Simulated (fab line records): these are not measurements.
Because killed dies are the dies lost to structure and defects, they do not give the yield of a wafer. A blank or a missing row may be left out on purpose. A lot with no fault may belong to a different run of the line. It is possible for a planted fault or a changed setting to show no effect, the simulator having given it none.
The same fault as seen by 2 desks / flow nand-harc / each desk holds nothing but its own numbers, with what lay behind them at the end

== FOR THE TOOL OWNER'S DESK: rie-diel-05 ==
The tool's own readings at NHARC_P_BONDPAD_ETCH_24 (etches the open film in CF4/N2, target depth 30 nm, time 72.99 s): means of the sampled wafers that have a number, for each lot that ran on this tool. Marked OUT: a lot whose mean sits more than 4 standard deviations from the usual mean, which makes it out of limits; the brackets give that distance.
Columns: A = drypump-motor-current-A at NHARC_P_BONDPAD_ETCH_24, usual 5.89 A; B = n2-flow-sccm at NHARC_P_BONDPAD_ETCH_24, usual 100.0 sccm; C = oes-product-au at NHARC_P_BONDPAD_ETCH_24, usual 1.001 a.u.; D = rf-vpp-V at NHARC_P_BONDPAD_ETCH_24, usual 313.8 V; E = run-length-s at NHARC_P_BONDPAD_ETCH_24, usual 94.4 s; F = showerhead-plenum-p-Torr at NHARC_P_BONDPAD_ETCH_24, usual 2.60 Torr; G = throttle-valve-pct at NHARC_P_BONDPAD_ETCH_24, usual 19.795 %
lot=L308; first seen here=day 7 21:58; A=5.90; B=100.2; C=0.980; D=312.7; E=94.5; F=2.56; G=19.798
lot=L309; first seen here=day 8 10:58; A=5.94; B=100.0; C=0.992; D=314.2; E=94.1; F=2.62; G=19.797
lot=L311; first seen here=day 8 23:08; A=5.93; B=99.5; C=0.977; D=312.9; E=94.5; F=2.56; G=19.792
lot=L322; first seen here=day 13 23:29; A=5.95; B=100.0; C=1.012; D=313.4; E=94.3; F=2.61; G=19.790
lot=L324; first seen here=day 14 17:53; A=5.88; B=99.9; C=1.023; D=315.7; E=76.1 (-52) OUT; F=2.69; G=19.784
lot=L325; first seen here=day 14 18:20; A=5.87; B=100.1; C=1.018; D=313.5; E=76.4 (-51) OUT; F=2.59; G=19.798
This desk's finding: out of limits on L324, L325; first on L324, day 14 17:53 (run-length-s at NHARC_P_BONDPAD_ETCH_24). Within limits: L308, L309, L311, L322.

== FROM THE METROLOGY DESK ==
Lot by lot, what the gauges showed, no matter which tool ran the lot: averages of those sampled wafers that carry a number. Marked OUT: a lot whose mean sits more than 4 standard deviations from the usual mean, which makes it out of limits; the brackets give that distance.
Columns: A = thk-nm at NHARC_P_BONDPAD_THK_MEAS_20, usual 161.0 nm
lot=L306; first seen here=day 7 08:41; A=161.5
lot=L307; first seen here=day 7 17:01; A=159.3
lot=L308; first seen here=day 7 23:56; A=158.7
lot=L309; first seen here=day 8 12:47; A=161.9
lot=L311; first seen here=day 9 00:57; A=160.0
lot=L312; first seen here=day 9 14:31; A=158.1
lot=L315; first seen here=day 10 23:59; A=161.6
lot=L316; first seen here=day 11 08:41; A=160.1
lot=L317; first seen here=day 11 12:35; A=162.9
lot=L322; first seen here=day 14 01:17; A=161.5
lot=L323; first seen here=day 14 01:58; A=160.6
lot=L324; first seen here=day 14 19:43; A=163.3
lot=L325; first seen here=day 14 20:08; A=161.6
Result from this desk: across the 13 lots, nothing is out of limits.

== PUT TOGETHER ==
On L324, L325, at day 14 17:53, an alarm was possible from the tool owner's desk.
Nothing out of limits was seen by the metrology desk.
The metrology desk has L324, L325 on record, within its limits.
NHARC_P_BONDPAD_ETCH_24 was run on rie-diel-05 by each of the lots named.

== WHAT HAD BEEN PUT IN BY THE SIMULATOR ==
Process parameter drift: rie-diel-05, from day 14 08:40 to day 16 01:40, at NHARC_P_BONDPAD_ETCH_24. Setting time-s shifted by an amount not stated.
Shown lots that were struck: L324, L325.
Hours from the fault's start to each desk's first reading out of limits: the tool owner's desk, 9.
